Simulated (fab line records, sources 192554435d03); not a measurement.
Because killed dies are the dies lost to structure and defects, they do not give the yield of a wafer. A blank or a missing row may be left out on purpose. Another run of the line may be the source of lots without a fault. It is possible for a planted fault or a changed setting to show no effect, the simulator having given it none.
Matching of chambers || flow n5 finfet || rie diel-01 running N5_BEOL_M0_SAQP_STRIP_108: 4 sister chambers
The step strips in N2/H2. 4 wafers are shown with their chamber, then 7 later ones without.

== WAFERS, EACH WITH ITS CHAMBER ==
{"wafer": "L082.1", "chamber": 2, "throttle valve pct (%)": 19.34}
{"wafer": "L082.3", "chamber": 3, "throttle valve pct (%)": 18.76}
{"wafer": "L087.3", "chamber": 1, "throttle valve pct (%)": 18.72}
{"wafer": "L087.4", "chamber": 0, "throttle valve pct (%)": 18.63}

== WAFERS WITHOUT THEIR CHAMBER ==
{"wafer": "L087.5", "throttle valve pct (%)": 18.65}
{"wafer": "L090.3", "throttle valve pct (%)": 18.66}
{"wafer": "L090.4", "throttle valve pct (%)": 18.80}
{"wafer": "L090.5", "throttle valve pct (%)": 18.79}
{"wafer": "L096.1", "throttle valve pct (%)": 18.76}
{"wafer": "L096.2", "throttle valve pct (%)": 18.68}
{"wafer": "L096.4", "throttle valve pct (%)": 18.81}

== EACH ONE'S CHAMBER ==
{"wafer": "L087.5", "from the rows above": "can't be placed: 0 or 1", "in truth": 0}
{"wafer": "L090.3", "from the rows above": "can't be placed: 0 or 1", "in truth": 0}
{"wafer": "L090.4", "from the rows above": "can't be placed: 3 or 1", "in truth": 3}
{"wafer": "L090.5", "from the rows above": "can't be placed: 3 or 1", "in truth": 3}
{"wafer": "L096.1", "from the rows above": "can't be placed: 3 or 1", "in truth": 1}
{"wafer": "L096.2", "from the rows above": "can't be placed: 1 or 0 or 3", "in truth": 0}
{"wafer": "L096.4", "from the rows above": "can't be placed: 3 or 1", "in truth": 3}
Correct placement for 0 of the 7. These rows do not allow placing 7 (true chamber among the candidates in 7). Wrongly placed: 0.
How it was worked out, from the rows above alone: a wafer's distance from a chamber is the root of the sum, over the readings, of the square of ((its reading less the chamber's mean) divided by the reading's scatter). If the next closest chamber is less than 2 further off than the closest, the wafer can't be placed; otherwise it belongs to the closest. The mean given for a chamber averages the wafers shown for that chamber. The scatter (one wafer shown for each chamber): square how far every hidden wafer sits from the nearest shown wafer, average those squares and take the square root.
